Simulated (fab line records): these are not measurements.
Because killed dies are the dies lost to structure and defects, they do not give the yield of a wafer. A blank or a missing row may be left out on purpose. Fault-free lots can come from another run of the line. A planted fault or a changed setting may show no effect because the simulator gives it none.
Matching of chambers / flow nand harc / 4 sister chambers for NHARC_P_STI_DESCUM_14 on rie diel-09
The step chemistry O2, time 3 s. 16 wafers are shown with their chamber, then 8 later ones without.

## EACH WAFER AND ITS CHAMBER
wafer=L076.1; chamber=2; drypump motor current A (A)=6.05; oes product au (a.u.)=1.008; rf vpp V (V)=57.8
wafer=L076.2; chamber=3; drypump motor current A (A)=6.06; oes product au (a.u.)=1.009; rf vpp V (V)=57.6
wafer=L076.3; chamber=1; drypump motor current A (A)=5.70; oes product au (a.u.)=1.003; rf vpp V (V)=58.0
wafer=L076.4; chamber=0; drypump motor current A (A)=5.96; oes product au (a.u.)=1.037; rf vpp V (V)=56.2
wafer=L076.5; chamber=1; drypump motor current A (A)=5.69; oes product au (a.u.)=1.002; rf vpp V (V)=57.1
wafer=L076.6; chamber=0; drypump motor current A (A)=5.98; oes product au (a.u.)=1.018; rf vpp V (V)=57.1
wafer=L079.1; chamber=3; drypump motor current A (A)=6.06; oes product au (a.u.)=0.992; rf vpp V (V)=57.8
wafer=L079.2; chamber=2; drypump motor current A (A)=6.05; oes product au (a.u.)=1.000; rf vpp V (V)=57.1
wafer=L079.3; chamber=1; drypump motor current A (A)=5.65; oes product au (a.u.)=0.996; rf vpp V (V)=58.5
wafer=L079.4; chamber=2; drypump motor current A (A)=6.05; oes product au (a.u.)=0.999; rf vpp V (V)=57.8
wafer=L079.5; chamber=3; drypump motor current A (A)=6.08; oes product au (a.u.)=1.004; rf vpp V (V)=58.0
wafer=L079.6; chamber=1; drypump motor current A (A)=5.69; oes product au (a.u.)=1.012; rf vpp V (V)=59.5
wafer=L081.1; chamber=3; drypump motor current A (A)=6.04; oes product au (a.u.)=1.007; rf vpp V (V)=57.4
wafer=L081.2; chamber=1; drypump motor current A (A)=5.65; oes product au (a.u.)=1.006; rf vpp V (V)=58.3
wafer=L081.3; chamber=0; drypump motor current A (A)=6.00; oes product au (a.u.)=1.030; rf vpp V (V)=58.1
wafer=L081.4; chamber=2; drypump motor current A (A)=6.03; oes product au (a.u.)=1.011; rf vpp V (V)=55.9

SIGNATURES, as means of the wafers listed above
reading=drypump motor current A; chamber 0=5.9800; chamber 1=5.6760; chamber 2=6.0450; chamber 3=6.0600; scatter within a chamber=0.0188
reading=oes product au; chamber 0=1.02833; chamber 1=1.00380; chamber 2=1.00450; chamber 3=1.00300; scatter within a chamber=0.00707
reading=rf vpp V; chamber 0=57.133; chamber 1=58.280; chamber 2=57.150; chamber 3=57.700; scatter within a chamber=0.787
Rule: for a wafer and a chamber, the distance is found by dividing, reading by reading, the gap between the wafer's reading and the chamber's mean by the reading's scatter, squaring, summing and taking the root. The wafer belongs to the nearest chamber; if the next one is less than 2 further off, it can't be placed. The scatter: the root of (the sum of the squares of (reading less its chamber's mean) over the shown wafers, divided by (wafers less chambers)).

## WAFERS WITHOUT THEIR CHAMBER
wafer=L081.5; drypump motor current A (A)=5.65; oes product au (a.u.)=1.002; rf vpp V (V)=57.4
wafer=L081.6; drypump motor current A (A)=6.03; oes product au (a.u.)=0.999; rf vpp V (V)=56.8
wafer=L082.1; drypump motor current A (A)=5.98; oes product au (a.u.)=1.017; rf vpp V (V)=58.1
wafer=L082.2; drypump motor current A (A)=6.05; oes product au (a.u.)=1.011; rf vpp V (V)=57.8
wafer=L082.3; drypump motor current A (A)=6.08; oes product au (a.u.)=1.003; rf vpp V (V)=58.9
wafer=L082.4; drypump motor current A (A)=5.68; oes product au (a.u.)=1.005; rf vpp V (V)=59.5
wafer=L082.5; drypump motor current A (A)=6.05; oes product au (a.u.)=1.006; rf vpp V (V)=58.1
wafer=L082.6; drypump motor current A (A)=6.09; oes product au (a.u.)=1.006; rf vpp V (V)=58.4

## EACH ONE'S CHAMBER
wafer=L081.5; from the rows above=1; in truth=1
wafer=L081.6; from the rows above=can't be placed: 2 or 3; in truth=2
wafer=L082.1; from the rows above=0; in truth=0
wafer=L082.2; from the rows above=can't be placed: 3 or 2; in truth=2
wafer=L082.3; from the rows above=can't be placed: 3 or 2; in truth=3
wafer=L082.4; from the rows above=1; in truth=1
wafer=L082.5; from the rows above=can't be placed: 3 or 2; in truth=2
wafer=L082.6; from the rows above=can't be placed: 3 or 2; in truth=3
Placed correctly: 3 of 8. Can't be placed from these rows: 5 (the true chamber is among the candidates in 5). 0 placed wrongly.
